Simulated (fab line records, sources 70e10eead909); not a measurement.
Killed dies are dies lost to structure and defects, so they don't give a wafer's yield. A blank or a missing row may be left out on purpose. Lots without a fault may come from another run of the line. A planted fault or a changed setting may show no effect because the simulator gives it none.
A struck lot beside a sound one | flow nand_harc | 14 steps out of a route of 1302
Sound: wafers L402.1, L402.4, L402.5. Struck: wafers L412.1, L412.2, L412.4. The cause comes at the end.
At each step with rows: each side's tool, then ch and its chambers, then its first start. Under that, the readings that differ: sound wafers | struck wafers | difference of the means | sigmas: that difference in standard deviations of wafers without a fault.
alike: readings whose means differ by less than 2 such deviations, and words and numbers that are the same on both sides. not compared: withheld readings, readings that some wafer has no value for, bounds like >300 that may hide the same value, and numbers for which the record gives no deviation and whose values overlap.
The two part at a step that has a row with sigmas, a row that says differs or no value, or rows on one side only. Numbers that don't overlap but have no deviation are shown without sigmas and don't part them. A reading that every wafer of one side lacks parts them only if that side has two wafers or more.

first, 4 steps without rows for these wafers: NHARC_A_WL_FILL_STRIP_28 (strips in post etch residue remover, time 1200 s); NHARC_A_WL_FILL_PRECLEAN_06 (cleans in DIW, time 300 s); NHARC_A_WL_FILL_SRD_07; NHARC_A_WL_FILL_ANNEAL_08 (time 1800 s).
NHARC_A_WL_FILL_ALD_10: deposits SiO2, target thk 50 nm, pulse time 10 s, ald cycles 500.
  sound on ald_hk-04 ch 0,2,3, day 23 04:40; struck on ald_hk-02 ch 0,1,2, day 27 00:37
  alike: heater_power_w, precursor_pulse_height_rel
NHARC_A_WL_FILL_ETCHBACK_16: etches the open film in C4F8/O2/Ar, target depth 120 nm, time 24 s.
  sound on rie_diel-08 ch 1,2,3; struck on rie_diel-11 ch 0,2,3
  alike: bias_w, chamber_pressure_mTorr, oes_product_au, rf_vpp_V
  not compared: rf_hours_counter_h
NHARC_A_WL_FILL_STRIP_29: strips in O2, time 20 s.
  sound on rie_diel-08 ch 2,3, day 23 08:56; struck on rie_diel-11 ch 0,1,3, day 27 05:19
  alike: drypump_motor_current_A, oes_product_au, rf_vpp_V, showerhead_plenum_p_Torr, throttle_valve_pct
  not compared: rf_hours_counter_h
NHARC_A_WL_FILL_ETCHBACK_17: etches the open film in Cl2/BCl3, target depth 4 nm, time 26.7 s.
  sound on rie_metal-02 ch 0,1, day 23 09:01; struck on rie_metal-02 ch 0, day 27 05:24
  alike: chamber_pressure_mTorr, drypump_motor_current_A, oes_product_au
  not compared: rf_hours_counter_h
then, 3 steps without rows for these wafers: NHARC_A_WL_FILL_PRECLEAN_18 (cleans in dHF, time 30 s); NHARC_A_WL_FILL_SRD_21; NHARC_A_WL_FILL_CVD_23 (deposits poly-Si, target thk 40 nm, time 800 s).
NHARC_A_WL_FILL_ETCHBACK_26: etches the open film in HBr, target depth 52 nm, time 13.3 s.
  sound on rie_si-03 ch 1,2,3, day 23 14:07; struck on rie_si-03 ch 0,1,3, day 27 10:34
  no value came back on the struck wafers for any of 6 readings (bias_w (W), chamber_pressure_mTorr (mTorr) and others); on the sound wafers bias_w (W) reads 60.25 60.20 59.93
  not compared: rf_hours_counter_h
then, 1 step without rows for these wafers: NHARC_A_WL_FILL_PRECLEAN_30 (cleans in dHF, time 10 s).
-- the record jumps here: 4 days lie between the struck wafers' starts before and after (it left off in module A_WL_FILL and takes up again in module END, whose first step shown is number 1302 of the route) --
NHARC_END_SORT_01:
  the record has rows for the struck wafers here (prober-02 ch 0, day 30 23:24) and none for the sound ones

WHERE THEY PART
First at NHARC_A_WL_FILL_ETCHBACK_26; last, within this record, at NHARC_END_SORT_01.

WHY: what the simulator had put in
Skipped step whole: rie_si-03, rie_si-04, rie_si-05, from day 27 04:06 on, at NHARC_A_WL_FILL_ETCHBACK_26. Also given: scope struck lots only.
